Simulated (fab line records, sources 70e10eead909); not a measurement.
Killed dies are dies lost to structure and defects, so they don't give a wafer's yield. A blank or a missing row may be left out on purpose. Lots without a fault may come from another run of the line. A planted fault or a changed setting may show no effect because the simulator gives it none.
fab line records | flow nand_harc
record lots=12 wafers=36 last_day=34
route steps=1302 shown A_STAIRCASE@667
lots that met no fault: from a run of the same line without faults
start_h: hours from the record's first day to the start of the lot's first wafer shown | wait_h: hours since the lot's step before | " the same as in the row above | L1.1+2: a row that stands for several wafers | - no value, or no start given | * or withheld: withheld | < > ~ a bound
route shown NAME@n: a module of which the file shows steps, and the number in the route of the first | usual: mean/standard deviation of fault-free wafers | same: alike in all rows | chamber/n: place in a boat | sites: the reading at each site | _std_site: their standard deviation | _edge_site: outer sites' mean less inner sites' | radius_mm: how far each site lies from the wafer's centre | mask NAME#n: copy n | behind: the tool/chamber that last shaped the wafer | hold: why the lot was held/for how many hours/how that ended | device: the transistor (n, p or np) that didn't switch | end of line: the same wafers' tests at the end of the route | a step without rows: its recipe alone | killed: dies lost to structure and defects at the first sort, not the wafer's yield | map: a wafer's dies, x killed, . not, _ none there
set.NAME: the setting as run; set.NAME@STEP: as run at that earlier step | model.NAME: the simulator's own value behind a step, which no gauge read
steps of the route over a sample of lots; a table a step, a row a wafer
services: from which hour (start_h, from the record's first day; less than 0 if before it) a tool's chamber was out of use, for how many hours, and why
## steps
# step NHARC_A_STAIRCASE_DESCUM_11
# recipe time_s=3 o2_flow_sccm=200 ar_flow_sccm=0 bias_power_w=0 chemistry=O2
# usual drypump_motor_current_A=5.8/0.5 oes_product_au=1.001/0.01 rf_vpp_V=58.0/0.88 showerhead_plenum_p_Torr=1.93/0.07 throttle_valve_pct=11.311/0.0086
# columns lot.wafer tool chamber start_h wait_h drypump_motor_current_A oes_product_au rf_hours_counter_h rf_vpp_V showerhead_plenum_p_Torr throttle_valve_pct
L180.3 rie_diel-09 0 359.10 - 6.2 0.994 10 58.8 1.80 11.305
L180.2 " 1 " " 6.6 1.016 12 57.8 1.96 11.303
L180.5 " 3 " " 5.7 1.003 - 57.7 2.00 11.305
L181.4 rie_diel-01 1 372.66 - 5.1 0.995 50 56.5 1.96 11.313
L181.1 " 2 " " 6.6 1.002 50 58.1 1.97 11.288
L181.6 " 0 " " 5.2 1.005 - 59.3 2.06 11.309
L182.1 rie_diel-04 2 372.81 - 5.6 0.994 2 58.9 1.95 11.308
L182.4 " 3 " " 6.4 0.990 2 58.3 1.87 11.308
L182.2 " 0 " " 5.2 1.005 1 57.8 1.95 11.316
L184.1 rie_diel-04 0 407.33 - 5.2 1.003 11 57.9 1.95 11.296
L184.3 " 1 " " 5.3 1.002 12 56.9 2.03 11.309
L184.5 " 0 " " 5.2 0.998 - 57.2 1.95 11.303
L185.1 rie_diel-09 3 415.51 - 5.7 1.011 28 60.2 2.00 11.305
L185.4 " 0 " " 6.2 0.981 26 57.0 1.80 11.305
L185.2 " 1 " " 6.6 0.999 29 57.9 1.95 11.308
L191.1 rie_diel-04 0 466.62 - 5.2 0.997 30 58.3 1.94 11.312
L191.4 " 2 " " 5.6 1.009 31 59.4 1.94 11.326
L191.6 " 0 " " 5.2 0.995 - 59.7 1.94 11.305
L194.4 rie_diel-04 0 506.47 - 5.2 1.007 49 58.3 1.93 11.312
L194.5 " 1 " " 5.3 1.009 - 57.7 2.02 11.309
L194.6 " 2 " " 5.6 0.990 - 58.9 1.94 11.315
L196.2 rie_diel-01 3 521.34 - 5.9 0.998 41 57.2 1.80 11.327
L196.4 " 0 " " 5.2 1.008 46 58.1 2.04 11.317
L196.5 " 1 " " 5.2 1.002 - 58.3 1.95 11.312
L198.2 rie_diel-04 3 528.14 - 6.4 0.988 48 56.5 1.85 11.306
L198.5 " 0 " " 5.2 1.004 - 58.1 1.93 11.316
L198.6 " 1 " " 5.3 1.001 - 59.0 2.02 11.316
L202.2 rie_diel-01 2 575.02 - 6.6 1.005 2 58.0 1.95 11.312
L202.1 " 0 " " 5.3 1.006 2 58.7 2.04 11.312
L202.3 " 1 " " 5.2 1.000 2 58.1 1.94 11.303
L201.1 rie_diel-09 3 583.77 - 5.7 1.007 27 57.9 1.98 11.302
L201.2 " 2 " " 5.8 1.029 28 58.5 1.90 11.320
L201.5 " 3 " " 5.7 0.988 - 59.5 1.98 11.313
L203.3 rie_diel-09 3 603.67 - 5.7 1.004 33 59.5 1.98 11.300
L203.6 " 2 " " 5.8 1.022 - 57.6 1.90 11.302
L203.5 " 3 " " 5.7 0.999 - 57.1 1.98 11.309
# step NHARC_A_STAIRCASE_ETCH_13
# recipe target_depth_a=1000 time_s=40.5 ion_energy_ev=400 c4f8_flow_sccm=20 o2_flow_sccm=10 ar_flow_sccm=withheld rf_w=600 bias_w=1000 chemistry=C4F8/O2
# usual oes_product_au=0.942/0.014 rf_vpp_V=897/4.5
# columns lot.wafer tool chamber start_h wait_h oes_product_au rf_hours_counter_h rf_vpp_V
L180.3 rie_diel-09 0 - - 0.955 10 888
L180.2 " 1 " " 0.966 12 899
L180.5 " 3 " " 0.961 - 901
L181.4 rie_diel-01 3 - - 0.967 57 891
L181.1 " 0 " " 0.972 51 903
L181.6 " 1 " " 0.949 - 899
L182.1 rie_diel-04 0 - - 0.960 1 899
L182.2 " 2 " " 0.945 2 900
L182.4 " 3 " " 0.939 2 892
L184.3 rie_diel-04 0 - - 0.936 11 900
L184.1 " 1 " " 0.954 12 904
L184.5 " 1 " " 0.968 - 903
L185.4 rie_diel-09 2 - - 0.945 31 897
L185.1 " 3 " " 0.938 29 901
L185.2 " 1 " " 0.939 29 900
L191.1 rie_diel-04 2 - - 0.934 32 897
L191.6 " 2 " " 0.928 - 898
L191.4 " 1 " " 0.925 - 904
L194.4 rie_diel-04 1 - - 0.931 47 903
L194.5 " 3 " " 0.930 - 892
L194.6 " 0 " " 0.947 - 898
L196.2 rie_diel-01 1 - - 0.915 42 897
L196.4 " 0 " " 0.956 47 905
L196.5 " 2 " " 0.941 - 898
L198.2 rie_diel-04 1 - - 0.939 55 901
L198.5 " 1 " " 0.949 - 902
L198.6 " 3 " " 0.938 - 893
L202.3 rie_diel-01 0 - - 0.955 2 904
L202.2 " 2 " " 0.945 2 897
L202.1 " 3 " " 0.964 2 886
L201.1 rie_diel-09 3 - - 0.938 27 899
L201.2 " 1 " " 0.932 25 898
L201.5 " 3 " " 0.934 - 899
L203.3 rie_diel-09 3 - - 0.945 33 900
L203.6 " 1 " " 0.945 - 896
L203.5 " 2 " " 0.959 - 895
# step NHARC_A_STAIRCASE_EXPOSE_181
# recipe na=0.5 dose_mj=27.87 mask_id=STAIR_2
# usual exposure_dose_mJ_cm2=27.874/0.027
# columns lot.wafer tool chamber start_h wait_h mask exposure_dose_mJ_cm2
L180.2 krf_scanner-04 0 362.27 - STAIR_2#0 27.895
L180.3 " 0 " " STAIR_2#0 27.890
L180.5 " 0 " " STAIR_2#0 27.898
L181.1 krf_scanner-01 0 375.97 - STAIR_2#0 27.910
L181.4 " 0 " " STAIR_2#0 27.891
L181.6 " 0 " " STAIR_2#0 27.873
L182.1 krf_scanner-02 0 376.15 - STAIR_2#0 27.859
L182.2 " 0 " " STAIR_2#0 27.861
L182.4 " 0 " " STAIR_2#0 27.840
L184.1 krf_scanner-02 0 410.51 - STAIR_2#0 27.853
L184.3 " 0 " " STAIR_2#0 27.891
L184.5 " 0 " " STAIR_2#0 27.847
L185.1 krf_scanner-04 0 419.04 - STAIR_2#0 27.849
L185.2 " 0 " " STAIR_2#0 27.921
L185.4 " 0 " " STAIR_2#0 27.885
L191.1 krf_scanner-04 0 470.30 - STAIR_2#0 27.288
L191.4 " 0 " " STAIR_2#0 27.331
L191.6 " 0 " " STAIR_2#0 27.310
L194.4 krf_scanner-04 0 509.96 - STAIR_2#0 27.272
L194.5 " 0 " " STAIR_2#0 27.357
L194.6 " 0 " " STAIR_2#0 27.339
L196.2 krf_scanner-01 0 524.59 - STAIR_2#0 27.887
L196.4 " 0 " " STAIR_2#0 27.895
L196.5 " 0 " " STAIR_2#0 27.878
L198.2 krf_scanner-01 0 531.49 - STAIR_2#0 27.890
L198.5 " 0 " " STAIR_2#0 27.863
L198.6 " 0 " " STAIR_2#0 27.815
L202.1 krf_scanner-02 0 578.33 - STAIR_2#0 27.897
L202.2 " 0 " " STAIR_2#0 27.874
L202.3 " 0 " " STAIR_2#0 27.858
L201.1 krf_scanner-01 0 587.16 - STAIR_2#0 27.894
L201.2 " 0 " " STAIR_2#0 27.909
L201.5 " 0 " " STAIR_2#0 27.927
L203.3 krf_scanner-02 0 608.91 - STAIR_2#0 27.920
L203.5 " 0 " " STAIR_2#0 27.900
L203.6 " 0 " " STAIR_2#0 27.879
# step NHARC_A_STAIRCASE_ETCH_190
# recipe target_depth_a=1000 time_s=40.5 ion_energy_ev=400 c4f8_flow_sccm=20 o2_flow_sccm=10 ar_flow_sccm=withheld rf_w=600 bias_w=1000 chemistry=C4F8/O2
# usual oes_product_au=0.948/0.016 rf_vpp_V=897/4.8
# columns lot.wafer tool chamber start_h wait_h oes_product_au rf_hours_counter_h rf_vpp_V
L180.2 rie_diel-09 1 - - 0.948 14 899
L180.3 " 3 " " 0.948 11 901
L180.5 " 1 " " 0.949 - 899
L181.4 rie_diel-09 2 - - 0.971 15 898
L181.1 " 0 " " 0.943 15 889
L181.6 " 2 " " 0.971 - 897
L182.4 rie_diel-04 3 - - 0.951 2 894
L182.1 " 0 " " 0.930 2 898
L182.2 " 2 " " 0.955 3 898
L184.3 rie_diel-01 1 - - 0.924 9 898
L184.1 " 2 " " 0.948 7 900
L184.5 " 1 " " 0.935 - 899
L185.1 rie_diel-09 3 - - 0.949 30 900
L185.2 " 0 " " 0.927 28 888
L185.4 " 2 " " 0.965 32 896
L191.4 rie_diel-01 2 - - 0.954 25 898
L191.1 " 1 " " 0.946 28 898
L191.6 " 3 " " 0.951 - 890
L194.4 rie_diel-01 2 - - 0.956 40 899
L194.6 " 3 " " 0.961 - 888
L194.5 " 0 " " 0.953 - 904
L196.2 rie_diel-04 0 - - 0.948 56 898
L196.5 " 3 " " 0.944 - 891
L196.4 " 0 " " 0.953 - 898
L198.2 rie_diel-01 2 534.07 - 0.990 48 899
L198.6 " 3 " " 0.991 - 890
L198.5 " 0 " " 1.001 - 903
L202.1 rie_diel-01 0 - - 0.962 3 903
L202.2 " 1 " " 0.941 3 897
L202.3 " 3 " " 0.954 3 890
L201.1 rie_diel-09 3 - - 0.951 29 899
L201.2 " 0 " " 0.961 26 888
L201.5 " 2 " " 0.960 - 896
L203.3 rie_diel-01 2 - - 0.939 17 898
L203.5 " 0 " " 0.943 - 903
L203.6 " 1 " " 0.939 - 895
## services
# columns tool chamber start_h hours kind
krf_scanner-04 - 344.48 0.2 repair
krf_scanner-04 - 355.02 4.0 pm
rie_diel-04 - 355.63 9.0 pm
rie_diel-01 2 361.11 8.2 repair
krf_scanner-04 - 373.12 1.3 repair
rie_diel-09 0 374.58 1.4 repair
rie_diel-04 2 374.58 1.4 repair
rie_diel-01 - 380.98 9.0 pm
rie_diel-04 3 384.01 14.6 repair
krf_scanner-02 - 388.69 0.9 repair
rie_diel-01 3 409.01 15.4 repair
rie_diel-01 2 411.48 2.7 repair
krf_scanner-02 - 438.00 4.0 pm
rie_diel-04 - 457.47 0.5 repair
krf_scanner-01 - 484.00 4.0 pm
rie_diel-09 - 498.49 9.0 pm
krf_scanner-04 - 505.81 0.7 repair
krf_scanner-02 - 512.73 0.6 repair
krf_scanner-04 - 527.02 4.0 pm
rie_diel-04 - 533.12 9.0 pm
rie_diel-01 3 541.46 4.9 repair
rie_diel-01 - 557.98 9.0 pm
rie_diel-04 1 560.84 20.0 repair
rie_diel-04 2 587.25 2.7 repair
## key
first_sign step=NHARC_A_STAIRCASE_EXPOSE_181 reading=exposure_dose_mJ_cm2 direction=down sigmas=21 usual=27.874 struck=27.316
effect none on later readings
met_at NHARC_A_STAIRCASE_EXPOSE_181
struck_lots L191,L194
tester_left_out L191,L194
not_acting_at NHARC_A_STAIRCASE_DESCUM_11,NHARC_A_STAIRCASE_ETCH_13,NHARC_A_STAIRCASE_ETCH_190
onset_between 419.04 470.30
fault kind=process_parameter_drift tool=krf_scanner-04 chamber=- onset_h=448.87 steps=NHARC_A_STAIRCASE_EXPOSE_181 channel=dose_mj offset=-0.55284 shape=step acts_in=these_recipes_only stated=27.87
# tester_left_out: of these lots the tester's yield and bins aren't shown, on N5 and GAA mostly nor the transistor test; their killed dies are dies lost to structure and defects alone, not to doping, threshold or leakage, so they don't give the yield
